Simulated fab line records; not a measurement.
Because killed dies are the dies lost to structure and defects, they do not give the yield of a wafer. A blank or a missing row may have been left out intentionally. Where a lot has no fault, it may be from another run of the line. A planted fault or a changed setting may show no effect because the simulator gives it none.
Which tool did it? | flow n5 finfet | 72 wafers from 24 lots sampled at 6 of the route's 1938 steps

## WHAT EACH GAUGE READ, for each wafer
Not one reading of a measure or inspect step in the record can be checked against a usual standard deviation.

## TOOL THAT RAN EACH LOT (tool first, then ch and the chambers of the sampled wafers, then the start)
lot  | N5_BEOL_M5_PRE_CLEAN_45      | N5_BEOL_M6_STRIP_19                | N5_BEOL_M6_STRIP_80                           | N5_BEOL_M6_DEGAS_44          | N5_BEOL_M6_SURFACE_TREAT_79  | N5_BEOL_M6_ANNEAL_51
L076 | pvd sputter-01, day 9 01:03  | rie diel-03 ch 0,3, day 9 11:34    | rie diel-05 ch 1,2, day 9 14:50 or earlier    | pvd sputter-03, day 9 14:50  | pvd sputter-01, day 9 15:16  | rtp anneal-01 ch 0, day 9 15:39
L077 | pvd sputter-02, day 9 05:16  | rie diel-03 ch 1,2,3, day 9 16:10  | rie diel-03 ch 1,3, day 9 19:02 or earlier    | pvd sputter-02, day 9 19:02  | pvd sputter-02, day 9 19:38  | rtp anneal-02 ch 0, day 9 20:10
L075 | pvd sputter-03, day 9 09:02  | rie diel-01 ch 2,3, day 9 19:31    | rie diel-03 ch 0,1,2, day 9 21:11 or earlier  | pvd sputter-02, day 9 21:11  | pvd sputter-02, day 9 23:07  | rtp anneal-01 ch 0, day 9 23:34
L078 | pvd sputter-03, day 9 15:29  | rie diel-05 ch 0,1,2, day 10 00:38 | rie diel-01 ch 1,3, day 10 04:07 or earlier   | pvd sputter-01, day 10 04:07 | pvd sputter-03, day 10 04:52 | rtp anneal-02 ch 0, day 10 07:14
L080 | pvd sputter-02, day 10 00:27 | rie diel-01 ch 2,3, day 10 11:22   | rie diel-01 ch 1,3, day 10 16:46 or earlier   | pvd sputter-02, day 10 16:46 | pvd sputter-02, day 10 18:41 | rtp anneal-01 ch 0, day 10 19:15
L074 | pvd sputter-01, day 10 03:55 | rie diel-05 ch 0,1, day 10 16:34   | rie diel-05 ch 1,2,3, day 10 19:40 or earlier | pvd sputter-02, day 10 19:40 | pvd sputter-03, day 10 20:05 | rtp anneal-02 ch 0, day 10 21:06
L081 | pvd sputter-02, day 10 07:56 | rie diel-01 ch 2,3, day 10 16:44   | rie diel-03 ch 0,2, day 10 19:49 or earlier   | pvd sputter-02, day 10 19:49 | pvd sputter-03, day 10 20:34 | rtp anneal-01 ch 0, day 10 21:40
L079 | pvd sputter-02, day 10 08:01 | rie diel-05 ch 0,1,2, day 10 17:05 | rie diel-01 ch 1,2, day 10 19:44 or earlier   | pvd sputter-02, day 10 19:44 | pvd sputter-03, day 10 20:08 | rtp anneal-02 ch 0, day 10 21:38
L082 | pvd sputter-02, day 10 10:22 | rie diel-01 ch 1,2,3, day 10 20:15 | rie diel-03 ch 0,2,3, day 11 05:46 or earlier | pvd sputter-02, day 11 05:46 | pvd sputter-02, day 11 06:10 | rtp anneal-01 ch 0, day 11 07:15
L084 | pvd sputter-02, day 11 06:16 | rie diel-05 ch 1,2,3, day 11 14:43 | rie diel-05 ch 0,3, day 11 17:52 or earlier   | pvd sputter-03, day 11 17:52 | pvd sputter-03, day 11 18:17 | rtp anneal-02 ch 0, day 11 18:50
L083 | pvd sputter-02, day 11 06:35 | rie diel-03 ch 1,2,3, day 11 15:11 | rie diel-01 ch 0,1,2, day 11 17:49 or earlier | pvd sputter-02, day 11 17:49 | pvd sputter-02, day 11 18:15 | rtp anneal-01 ch 0, day 11 18:45
L085 | pvd sputter-02, day 11 11:19 | rie diel-03 ch 0,1, day 11 19:23   | rie diel-01 ch 0,2,3, day 11 21:17 or earlier | pvd sputter-03, day 11 21:17 | pvd sputter-03, day 11 21:44 | rtp anneal-02 ch 0, day 11 22:26
L086 | pvd sputter-03, day 12 02:22 | rie diel-03 ch 1,3, day 12 11:06   | rie diel-05 ch 2,3, day 12 13:23 or earlier   | pvd sputter-01, day 12 13:23 | pvd sputter-03, day 12 13:47 | rtp anneal-02 ch 0, day 12 14:11
L088 | pvd sputter-01, day 12 18:49 | rie diel-01 ch 1,2,3, day 13 08:17 | rie diel-01 ch 0,1,3, day 13 12:24 or earlier | pvd sputter-01, day 13 12:24 | pvd sputter-01, day 13 12:49 | rtp anneal-01 ch 0, day 13 13:28
L087 | pvd sputter-01, day 13 01:26 | rie diel-05 ch 0,2, day 13 09:44   | rie diel-01 ch 0,2,3, day 13 12:44 or earlier | pvd sputter-01, day 13 12:44 | pvd sputter-02, day 13 13:09 | rtp anneal-02 ch 0, day 13 14:11
L089 | pvd sputter-01, day 13 01:53 | rie diel-03 ch 0,2,3, day 13 11:57 | rie diel-01 ch 1,2,3, day 13 13:57 or earlier | pvd sputter-02, day 13 13:57 | pvd sputter-03, day 13 15:28 | rtp anneal-02 ch 0, day 13 16:08
L090 | pvd sputter-02, day 13 01:55 | rie diel-01 ch 1,2,3, day 13 13:15 | rie diel-05 ch 0,1,3, day 13 16:17 or earlier | pvd sputter-02, day 13 16:17 | pvd sputter-01, day 13 18:02 | rtp anneal-02 ch 0, day 13 18:29
L091 | pvd sputter-01, day 13 07:44 | rie diel-01 ch 1,2,3, day 13 16:57 | rie diel-01 ch 0,1,3, day 13 19:08 or earlier | pvd sputter-02, day 13 19:08 | pvd sputter-02, day 13 19:37 | rtp anneal-02 ch 0, day 13 21:59
L092 | pvd sputter-03, day 13 08:12 | rie diel-03 ch 0,3, day 13 17:16   | rie diel-05 ch 0,1,2, day 13 19:38 or earlier | pvd sputter-03, day 13 19:38 | pvd sputter-03, day 13 21:46 | rtp anneal-02 ch 0, day 13 22:31
L093 | pvd sputter-02, day 14 03:01 | rie diel-03 ch 1,2,3, day 14 11:12 | rie diel-03 ch 0,1,3, day 14 13:58 or earlier | pvd sputter-02, day 14 13:58 | pvd sputter-02, day 14 14:29 | rtp anneal-01 ch 0, day 14 15:42
L094 | pvd sputter-03, day 14 09:54 | rie diel-03 ch 0,2,3, day 14 19:46 | rie diel-01 ch 1,3, day 15 00:46 or earlier   | pvd sputter-01, day 15 00:46 | pvd sputter-03, day 15 01:10 | rtp anneal-02 ch 0, day 15 02:02
L095 | pvd sputter-02, day 14 13:26 | rie diel-03 ch 0,2,3, day 15 01:03 | rie diel-03 ch 0,2, day 15 03:38 or earlier   | pvd sputter-03, day 15 03:38 | pvd sputter-02, day 15 04:02 | rtp anneal-02 ch 0, day 15 04:32
L097 | pvd sputter-02, day 14 19:05 | rie diel-03 ch 0,2, day 15 03:55   | rie diel-01 ch 0,2,3, day 15 10:29 or earlier | pvd sputter-02, day 15 10:29 | pvd sputter-03, day 15 10:53 | rtp anneal-02 ch 0, day 15 11:24
L096 | pvd sputter-02, day 14 19:17 | rie diel-01 ch 0,2,3, day 15 04:30 | rie diel-03 ch 0,2,3, day 15 10:13 or earlier | pvd sputter-03, day 15 10:13 | pvd sputter-01, day 15 10:35 | rtp anneal-01 ch 0, day 15 11:11
- N5_BEOL_M5_PRE_CLEAN_45: time 30 s.
- N5_BEOL_M6_STRIP_19: strips in O2.
- N5_BEOL_M6_STRIP_80: strips in N2/H2, time 10 s.
- N5_BEOL_M6_DEGAS_44: time 60 s.
- N5_BEOL_M6_SURFACE_TREAT_79
- N5_BEOL_M6_ANNEAL_51: time 90 s.

## WHAT THE TOOLS THEMSELVES READ (means of the sampled wafers that have a number; where no wafer has one, the mark that the record gives instead)
N5_BEOL_M5_PRE_CLEAN_45.
lot  | tool           | heater power w (W)
L076 | pvd sputter-01 | 327
L077 | pvd sputter-02 | 341
L075 | pvd sputter-03 | 323
L078 | pvd sputter-03 | 313
L080 | pvd sputter-02 | 319
L074 | pvd sputter-01 | 322
L081 | pvd sputter-02 | 319
L079 | pvd sputter-02 | 317
L082 | pvd sputter-02 | 318
L084 | pvd sputter-02 | 351
L083 | pvd sputter-02 | 348
L085 | pvd sputter-02 | 290
L086 | pvd sputter-03 | 311
L088 | pvd sputter-01 | 319
L087 | pvd sputter-01 | 321
L089 | pvd sputter-01 | 321
L090 | pvd sputter-02 | 319
L091 | pvd sputter-01 | 326
L092 | pvd sputter-03 | 295
L093 | pvd sputter-02 | 345
L094 | pvd sputter-03 | 293
L095 | pvd sputter-02 | 350
L097 | pvd sputter-02 | 340
L096 | pvd sputter-02 | 321

N5_BEOL_M6_STRIP_19.
lot  | tool        | drypump motor current A (A) | oes product au (a.u.) | rf vpp V (V) | showerhead plenum p Torr (Torr) | temp c (C) | throttle valve pct (%)
L076 | rie diel-03 | 5.9                         | 0.71                  | 3.0          | 2.12                            | 40.09      | 16.83
L077 | rie diel-03 | 5.6                         | 0.73                  | 3.8          | 2.08                            | 39.98      | 16.97
L075 | rie diel-01 | 5.2                         | 0.71                  | 3.1          | 2.16                            | 40.02      | 16.79
L078 | rie diel-05 | 5.8                         | 0.83                  | 3.0          | 2.10                            | 40.04      | 16.77
L080 | rie diel-01 | 5.0                         | 0.70                  | 4.0          | 2.18                            | 39.91      | 16.93
L074 | rie diel-05 | 6.0                         | 0.83                  | 3.5          | 2.05                            | 40.00      | 16.87
L081 | rie diel-01 | 5.2                         | 0.70                  | 4.3          | 2.16                            | 40.00      | 16.80
L079 | rie diel-05 | 5.8                         | 0.83                  | 3.1          | 2.10                            | 39.96      | 16.77
L082 | rie diel-01 | 5.2                         | 0.75                  | 4.0          | 2.16                            | 39.86      | 16.83
L084 | rie diel-05 | 5.3                         | 0.82                  | 3.6          | 2.15                            | 39.99      | 16.71
L083 | rie diel-03 | 5.6                         | 0.82                  | 4.0          | 2.16                            | 40.11      | 16.86
L085 | rie diel-03 | 5.4                         | 0.76                  | 3.5          | 2.13                            | 40.02      | 16.78
L086 | rie diel-03 | 5.6                         | 0.82                  | 4.1          | 2.16                            | 40.00      | 16.74
L088 | rie diel-01 | 5.2                         | 0.74                  | 3.6          | 2.15                            | 39.90      | 16.85
L087 | rie diel-05 | 5.8                         | 0.82                  | 4.0          | 2.15                            | 39.95      | 16.81
L089 | rie diel-03 | 5.8                         | 0.78                  | 3.9          | 2.17                            | 40.03      | 16.86
L090 | rie diel-01 | 5.1                         | 0.72                  | 3.6          | 2.15                            | 40.12      | 16.86
L091 | rie diel-01 | 5.2                         | 0.73                  | 4.2          | 2.15                            | 40.03      | 16.86
L092 | rie diel-03 | 6.1                         | 0.85                  | 3.6          | 2.22                            | 40.13      | 16.71
L093 | rie diel-03 | 5.6                         | 0.80                  | 3.7          | 2.15                            | 39.94      | 16.90
L094 | rie diel-03 | 5.8                         | 0.78                  | 3.9          | 2.17                            | 39.98      | 16.87
L095 | rie diel-03 | 5.8                         | 0.77                  | 3.8          | 2.17                            | 39.98      | 16.89
L097 | rie diel-03 | 5.6                         | 0.71                  | 3.1          | 2.14                            | 40.15      | 16.90
L096 | rie diel-01 | 5.6                         | 0.71                  | 3.5          | 2.13                            | 40.12      | 16.80

N5_BEOL_M6_STRIP_80.
lot  | tool        | drypump motor current A (A) | oes product au (a.u.) | rf vpp V (V) | showerhead plenum p Torr (Torr) | temp c (C) | throttle valve pct (%)
L076 | rie diel-05 | 5.6                         | 0.86                  | 59.4         | 2.63                            | 39.97      | 23.85
L077 | rie diel-03 | 5.6                         | 0.75                  | 58.9         | 2.51                            | 39.99      | 23.89
L075 | rie diel-03 | 5.4                         | 0.76                  | 59.5         | 2.58                            | 39.97      | 23.87
L078 | rie diel-01 | 5.3                         | 0.80                  | 59.0         | 2.59                            | 39.91      | 23.59
L080 | rie diel-01 | 5.3                         | 0.75                  | 59.5         | 2.61                            | 39.83      | 23.61
L074 | rie diel-05 | 5.3                         | 0.83                  | 60.6         | 2.61                            | 39.95      | 23.85
L081 | rie diel-03 | 5.6                         | 0.73                  | 59.1         | 2.61                            | 39.97      | 23.88
L079 | rie diel-01 | 5.1                         | 0.75                  | 59.5         | 2.59                            | 39.99      | 23.59
L082 | rie diel-03 | 5.8                         | 0.83                  | 58.8         | 2.63                            | 39.89      | 23.81
L084 | rie diel-05 | 5.7                         | 0.81                  | 58.5         | 2.52                            | 39.85      | 23.75
L083 | rie diel-01 | 5.6                         | 0.78                  | 60.1         | 2.58                            | 39.91      | 23.63
L085 | rie diel-01 | 5.6                         | 0.73                  | 59.6         | 2.60                            | 39.91      | 23.65
L086 | rie diel-05 | 5.3                         | 0.82                  | 59.5         | 2.68                            | 39.92      | 23.79
L088 | rie diel-01 | 5.6                         | 0.77                  | 59.4         | 2.58                            | 40.10      | 23.66
L087 | rie diel-01 | 5.6                         | 0.72                  | 59.7         | 2.59                            | 40.08      | 23.67
L089 | rie diel-01 | 5.1                         | 0.73                  | 59.2         | 2.59                            | 39.99      | 23.63
L090 | rie diel-05 | 5.5                         | 0.79                  | 59.7         | 2.52                            | 39.99      | 23.86
L091 | rie diel-01 | 5.7                         | 0.76                  | 58.9         | 2.58                            | 40.00      | 23.64
L092 | rie diel-05 | 5.8                         | 0.80                  | 59.2         | 2.53                            | 40.01      | 23.88
L093 | rie diel-03 | 5.7                         | 0.79                  | 58.8         | 2.63                            | 40.06      | 23.85
L094 | rie diel-01 | 5.2                         | 0.76                  | 59.3         | 2.58                            | 40.00      | 23.63
L095 | rie diel-03 | 5.5                         | 0.71                  | 59.4         | 2.56                            | 40.13      | 23.93
L097 | rie diel-01 | 5.5                         | 0.71                  | 59.7         | 2.58                            | 39.98      | 23.69
L096 | rie diel-03 | 5.8                         | 0.77                  | 59.8         | 2.62                            | 39.99      | 23.87

N5_BEOL_M6_DEGAS_44.
lot  | tool           | heater power w (W)
L076 | pvd sputter-03 | 288
L077 | pvd sputter-02 | 344
L075 | pvd sputter-02 | 319
L078 | pvd sputter-01 | 319
L080 | pvd sputter-02 | 322
L074 | pvd sputter-02 | 347
L081 | pvd sputter-02 | 292
L079 | pvd sputter-02 | 292
L082 | pvd sputter-02 | 346
L084 | pvd sputter-03 | 313
L083 | pvd sputter-02 | 326
L085 | pvd sputter-03 | 301
L086 | pvd sputter-01 | 323
L088 | pvd sputter-01 | 325
L087 | pvd sputter-01 | 326
L089 | pvd sputter-02 | 321
L090 | pvd sputter-02 | 291
L091 | pvd sputter-02 | 342
L092 | pvd sputter-03 | 312
L093 | pvd sputter-02 | 343
L094 | pvd sputter-01 | 323
L095 | pvd sputter-03 | 305
L097 | pvd sputter-02 | 319
L096 | pvd sputter-03 | 295

N5_BEOL_M6_SURFACE_TREAT_79.
lot  | tool           | ar flow sccm (sccm)
L076 | pvd sputter-01 | 29.95
L077 | pvd sputter-02 | 30.00
L075 | pvd sputter-02 | 30.04
L078 | pvd sputter-03 | 29.99
L080 | pvd sputter-02 | 30.01
L074 | pvd sputter-03 | 29.99
L081 | pvd sputter-03 | 29.96
L079 | pvd sputter-03 | 30.00
L082 | pvd sputter-02 | 30.02
L084 | pvd sputter-03 | 29.90
L083 | pvd sputter-02 | 30.00
L085 | pvd sputter-03 | 29.99
L086 | pvd sputter-03 | 30.02
L088 | pvd sputter-01 | 29.95
L087 | pvd sputter-02 | 30.09
L089 | pvd sputter-03 | 29.96
L090 | pvd sputter-01 | 30.02
L091 | pvd sputter-02 | 30.05
L092 | pvd sputter-03 | 30.06
L093 | pvd sputter-02 | 29.95
L094 | pvd sputter-03 | 30.08
L095 | pvd sputter-02 | 30.03
L097 | pvd sputter-03 | 29.94
L096 | pvd sputter-01 | 30.11

N5_BEOL_M6_ANNEAL_51.
lot  | tool          | anneal temp c (C) | wafer_temp_C_max
L076 | rtp anneal-01 | 224.99            | 225.95
L077 | rtp anneal-02 | 224.91            | 225.64
L075 | rtp anneal-01 | 224.95            | 226.15
L078 | rtp anneal-02 | 225.27            | 225.79
L080 | rtp anneal-01 | 224.91            | 226.07
L074 | rtp anneal-02 | 224.88            | 225.98
L081 | rtp anneal-01 | 224.97            | 226.16
L079 | rtp anneal-02 | 225.03            | 226.02
L082 | rtp anneal-01 | 224.92            | 226.07
L084 | rtp anneal-02 | 224.87            | 225.90
L083 | rtp anneal-01 | 225.03            | 225.93
L085 | rtp anneal-02 | 225.03            | 225.92
L086 | rtp anneal-02 | 225.10            | 225.67
L088 | rtp anneal-01 | 225.25            | 226.01
L087 | rtp anneal-02 | 225.16            | 225.89
L089 | rtp anneal-02 | 224.96            | 225.90
L090 | rtp anneal-02 | 225.04            | 225.75
L091 | rtp anneal-02 | 224.93            | 225.87
L092 | rtp anneal-02 | 225.02            | 225.80
L093 | rtp anneal-01 | 225.14            | 226.01
L094 | rtp anneal-02 | 224.85            | 225.61
L095 | rtp anneal-02 | 225.04            | 225.71
L097 | rtp anneal-02 | 224.94            | 225.59
L096 | rtp anneal-01 | 224.93            | 226.31

## THE ANSWER, worked out from the rows above alone
Rule: the lots themselves supply what counts as usual. Put in order of their means at a reading, lots are off if they are a third of the lots or fewer, leave a main group of 4 or more, and stand apart from it by a gap of 3 or more times the standard deviation of the main group's means; of several such gaps the widest counts. If all means in a main group match to the digits the tables above print for the reading, that group is not used. Also off: a lot with no number at a reading for which 4 or more lots have one. The other lots that the step has rows for count as sound. First the gauges in route order, then the tools' own readings, where a lot's mean is used as printed above. At the first step where some lot is off, the reading lying furthest off is the one used; lots without a number count as furthest.
No lot is off at any reading shown: from this, nothing can be told.

## WHAT THE SIMULATOR HAD PUT IN
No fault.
